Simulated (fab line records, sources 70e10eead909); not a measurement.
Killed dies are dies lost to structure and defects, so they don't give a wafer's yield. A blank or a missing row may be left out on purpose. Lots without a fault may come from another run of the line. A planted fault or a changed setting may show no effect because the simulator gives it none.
Which tool did it? | flow nand_harc | 13 lots, 37 wafers sampled, at 4 steps of a route of 1302

WHAT THE GAUGES READ, wafer by wafer
NHARC_A_CHANNEL_FILL_D1_INSPECT_13. Usual: raw_defect_count 357, standard deviation 160.
lot  | measured     | on                | raw_defect_count | flag
L215 | day 11 08:17 | defect_inspect-02 | 123 157 249      |
L216 | day 11 18:47 | defect_inspect-02 | 206 233 185      |
L217 | day 12 02:43 | defect_inspect-01 | 368 348 363      |
L218 | day 12 02:43 | defect_inspect-02 | 471 372 451      |
L220 | day 12 16:01 | defect_inspect-01 | 432 344 527      |
L221 | day 13 04:38 | defect_inspect-02 | 421 238 307      |
L222 | day 14 05:26 | defect_inspect-01 | 806 212 491      |
L223 | day 14 12:45 | defect_inspect-02 | 230              |
L233 | day 18 14:15 | defect_inspect-01 | 391 347 403      |
L236 | day 19 16:58 | defect_inspect-01 | 295 318 461      |
L235 | day 19 16:58 | defect_inspect-01 | 273 189 146      |
L237 | day 20 11:20 | defect_inspect-02 | 293 312 414      |
L238 | day 20 11:20 | defect_inspect-01 | 591 458 540      |

NHARC_A_ONON_D2_THK_MEAS_02: measures by ellipsometry. Usual: thk_nm 998 nm, standard deviation 8.6.
lot  | measured     | on            | thk_nm (nm)    | flag
L215 | day 12 17:31 | film_metro-02 | 1003 1002 1001 |
L216 | day 13 05:32 | film_metro-02 | 1007 1005 1005 |
L217 | day 13 18:34 | film_metro-01 | 1002 1001 1002 |
L218 | day 13 18:34 | film_metro-02 | 999 999 1000   |
L220 | day 14 07:33 | film_metro-01 | 1013 1012 1012 |
L221 | day 14 22:07 | film_metro-01 | 995 995 994    |
L222 | day 15 16:55 | film_metro-02 | 986 985 985    |
L223 | day 16 00:17 | film_metro-01 | 681 681        | OFF
L233 | day 20 01:28 | film_metro-01 | 1016 1019 1017 |
L236 | day 21 03:55 | film_metro-01 | 987 988 989    |
L235 | day 21 03:55 | film_metro-01 | 996 999 998    |
L237 | day 22 01:16 | film_metro-01 | 997 998 997    |
L238 | day 22 01:14 | film_metro-01 | 1010 1008 1007 |

WHICH TOOL RAN EACH LOT (tool, then ch and the chambers of the sampled wafers, then the start)
lot  | NHARC_A_CHANNEL_FILL_D1_ALD_14   | NHARC_A_ONON_D2_DEP_00
L215 | ald_hk-04 ch 0,1, day 9 12:55    | pecvd_onon-02 ch 0, day 12 17:00
L216 | ald_hk-02 ch 0,1,2, day 10 02:04 | pecvd_onon-02 ch 0, day 13 05:01
L217 | ald_hk-04 ch 1,2,3, day 10 05:36 | pecvd_onon-02 ch 0, day 13 18:10
L218 | ald_hk-04 ch 0,2,3, day 10 09:08 | pecvd_onon-03 ch 0, day 13 18:04
L220 | ald_hk-04 ch 0,2, day 10 21:31   | pecvd_onon-02 ch 0, day 14 07:02
L221 | ald_hk-04 ch 0,1,2, day 11 10:07 | pecvd_onon-01 ch 0, day 14 21:40
L222 | ald_hk-02 ch 0,1,2, day 12 12:34 | pecvd_onon-02 ch 0, day 15 16:31
L223 | ald_hk-04 ch 0, day 12 16:32     | pecvd_onon-02 ch 0, day 15 23:46
L233 | ald_hk-02 ch 0,2, day 16 13:39   | pecvd_onon-02 ch 0, day 20 01:05
L236 | ald_hk-04 ch 0,1,2, day 17 23:41 | pecvd_onon-02 ch 0, day 21 03:24
L235 | ald_hk-02 ch 2,3, day 17 23:43   | pecvd_onon-01 ch 0, day 21 03:34
L237 | ald_hk-02 ch 0,3, day 18 17:08   | pecvd_onon-03 ch 0, day 22 00:50
L238 | ald_hk-04 ch 0,1,2, day 18 17:14 | pecvd_onon-02 ch 0, day 22 00:53
- NHARC_A_CHANNEL_FILL_D1_ALD_14: deposits SiO2, target thk 2.5 nm, pulse time 10 s, ald cycles 25.
- NHARC_A_ONON_D2_DEP_00: target thk 1000 nm.

WHAT THE TOOLS THEMSELVES READ (means of the sampled wafers that have a number; where no wafer has one, the mark that the record gives instead)
NHARC_A_CHANNEL_FILL_D1_ALD_14. Usual: heater_power_w 450 W, standard deviation 42; precursor_pulse_height_rel 0.999, standard deviation 0.019; susceptor_temp_C 300.00 C, standard deviation 0.18.
lot  | tool      | heater_power_w (W) | precursor_pulse_height_rel | susceptor_temp_C (C) | flag
L215 | ald_hk-04 | 440                | 1.004                      | 300.19               |
L216 | ald_hk-02 | 434                | 1.010                      | -                    | OFF
L217 | ald_hk-04 | 475                | 1.010                      | 299.87               |
L218 | ald_hk-04 | 479                | 1.001                      | 300.02               |
L220 | ald_hk-04 | 463                | 1.026                      | 300.08               |
L221 | ald_hk-04 | 445                | 1.000                      | 300.00               |
L222 | ald_hk-02 | 433                | 0.992                      | 299.89               |
L223 | ald_hk-04 | 449                | 0.991                      | 300.03               |
L233 | ald_hk-02 | 447                | 1.008                      | 300.04               |
L236 | ald_hk-04 | 458                | 1.007                      | 300.07               |
L235 | ald_hk-02 | 397                | 0.991                      | 300.08               |
L237 | ald_hk-02 | 386                | 1.001                      | 299.95               |
L238 | ald_hk-04 | 460                | 0.996                      | 299.94               |

NHARC_A_ONON_D2_DEP_00. Usual: n2_flow_sccm 2749 sccm, standard deviation 9.1; n2o_flow_sccm 1999 sccm, standard deviation 5.8; susceptor_temp_C 399.97 C, standard deviation 0.17.
lot  | tool          | n2_flow_sccm (sccm) | n2o_flow_sccm (sccm) | susceptor_temp_C (C) | flag
L215 | pecvd_onon-02 | 2764                | 1995                 | 399.87               |
L216 | pecvd_onon-02 | 2734                | 1994                 | 399.90               |
L217 | pecvd_onon-02 | 2748                | 1996                 | 400.06               |
L218 | pecvd_onon-03 | 2750                | 1999                 | 400.08               |
L220 | pecvd_onon-02 | 2752                | 2003                 | 400.02               |
L221 | pecvd_onon-01 | 2744                | 1998                 | 399.99               |
L222 | pecvd_onon-02 | 2745                | 2004                 | 399.75               |
L223 | pecvd_onon-02 | 2751                | 1997                 | 399.98               |
L233 | pecvd_onon-02 | 2747                | 2000                 | 399.91               |
L236 | pecvd_onon-02 | 2757                | 1994                 | 399.92               |
L235 | pecvd_onon-01 | 2747                | 1995                 | 399.98               |
L237 | pecvd_onon-03 | 2750                | 1996                 | 399.89               |
L238 | pecvd_onon-02 | 2754                | 2003                 | 400.00               |

THE ANSWER, worked out from the rows above alone
Rule: a lot is off if the mean of its wafers that have a number lies more than 3 standard deviations from the usual mean. A lot without any number at a reading at which 4 lots or more have one is off too. The other lots that the step has rows for count as sound. The gauges are gone through in route order, then the tools' own readings, and for those a lot's mean is taken as printed above. The first step at which some lot is off is used, and at that step the reading that is off furthest; a lot without a number counts as furthest.
Off: L223, at NHARC_A_ONON_D2_THK_MEAS_02 (thk_nm).
A tool fits if, at a process step before that reading, it ran every lot that is off, and no sound lot after the first of them. The gauges at NHARC_A_ONON_D2_THK_MEAS_02 are tried like those tools. None of those tried fits.

WHAT THE SIMULATOR HAD PUT IN
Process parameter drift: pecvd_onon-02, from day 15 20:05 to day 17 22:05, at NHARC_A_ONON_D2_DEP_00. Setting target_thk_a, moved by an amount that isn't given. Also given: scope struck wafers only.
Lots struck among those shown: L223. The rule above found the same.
